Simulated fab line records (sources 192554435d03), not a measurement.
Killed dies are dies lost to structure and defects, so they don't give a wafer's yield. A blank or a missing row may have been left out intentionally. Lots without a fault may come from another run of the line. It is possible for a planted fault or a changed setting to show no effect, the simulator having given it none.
One fault seen from 2 desks    flow n5-finfet    what lay behind the numbers comes last; until then each desk has only its own

THE METROLOGY DESK
What the gauges read for every lot (on any tool): the sampled wafers with a number, averaged. If a lot's mean is further than 4 standard deviations from the usual mean, the lot is out of limits and carries the mark OUT (the distance appears in the brackets).
Columns: A = trench-depth-nm at N5_BEOL_M5_OCD_MEAS_38, usual 71.5 nm; B = M5_THK at N5_BEOL_M5_THK_MEAS_53, usual 63.0 nm; C = M5_RS at N5_BEOL_M5_RS_MEAS_57, usual 0.389 ohm/sq
lot   first seen here  A                B                C
L888  day 8 18:05      72.3             63.8             0.383
L887  day 9 05:36      71.7             62.4             0.395
L892  day 9 20:13      69.5             62.2             0.389
L894  day 10 08:58     71.2             64.0             0.385
L893  day 10 15:05     70.7             62.6             0.391
L896  day 10 19:12     73.1             68.6             0.350
L905  day 13 09:34     70.0             59.5             0.420
L907  day 13 13:24     84.2 (+6.3) OUT  74.7 (+4.5) OUT  0.321
L909  day 14 07:44     78.3             69.0             0.362
This desk's finding: out of limits on L907; first on L907, day 13 13:24 (trench-depth-nm at N5_BEOL_M5_OCD_MEAS_38). L888, L887, L892, L894, L893, L896, L905, L909 stayed within limits.

FOR THE TOOL OWNER'S DESK: rie-diel-06
The tool's own readings at N5_BEOL_M5_TRENCH_ETCH_37 (etches SiCOH lowk in C4F6/O2, target depth 71.652 nm, time 24.7 s): means of the sampled wafers that have a number, for each lot that ran on this tool. If a lot's mean is further than 4 standard deviations from the usual mean, the lot is out of limits and carries the mark OUT (the distance appears in the brackets). It has 8 readings; the 7 that lie furthest out on some lot are the ones shown.
Columns: A = O2_flow_sccm at N5_BEOL_M5_TRENCH_ETCH_37, usual 10.00 sccm; B = drypump-motor-current-A at N5_BEOL_M5_TRENCH_ETCH_37, usual 5.9 A; C = oes_ar_750_au at N5_BEOL_M5_TRENCH_ETCH_37, usual 0.79 a.u.; D = oes-product-au at N5_BEOL_M5_TRENCH_ETCH_37, usual 0.78 a.u.; E = rf-vpp-V at N5_BEOL_M5_TRENCH_ETCH_37, usual 657 V; F = showerhead-plenum-p-Torr at N5_BEOL_M5_TRENCH_ETCH_37, usual 2.80 Torr; G = throttle-valve-pct at N5_BEOL_M5_TRENCH_ETCH_37, usual 20.9 %
lot   first seen here  A      B    C     D     E    F     G
L887  day 9 05:27      9.99   6.0  0.80  0.80  657  2.83  20.8
L892  day 9 20:03      10.02  5.9  0.77  0.76  658  2.85  20.9
L894  day 10 08:49     10.03  5.8  0.78  0.78  658  2.94  20.8
L893  day 10 14:55     10.03  5.9  0.79  0.78  657  2.82  20.8
L907  day 13 13:14     10.00  6.5  0.88  0.96  647  2.78  20.4
L909  day 14 07:35     10.00  5.9  0.83  0.90  661  2.94  20.8
This desk's verdict: no lot among the 6 shows anything out of limits.

PUT TOGETHER
The metrology desk could have raised an alarm at day 13 13:24, on L907.
The desk of the tool owner found nothing out of limits.
Tool owner's desk: L907 on record, inside its limits.
All the named lots went through N5_BEOL_M5_TRENCH_ETCH_37 on rie-diel-06.

WHAT THE SIMULATOR HAD PUT IN
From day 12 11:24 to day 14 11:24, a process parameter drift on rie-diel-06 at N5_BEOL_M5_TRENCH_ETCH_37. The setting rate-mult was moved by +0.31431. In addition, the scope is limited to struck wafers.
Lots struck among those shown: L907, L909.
Time in hours between the start of the fault and the first out-of-limits reading at each desk: metrology desk, 26.
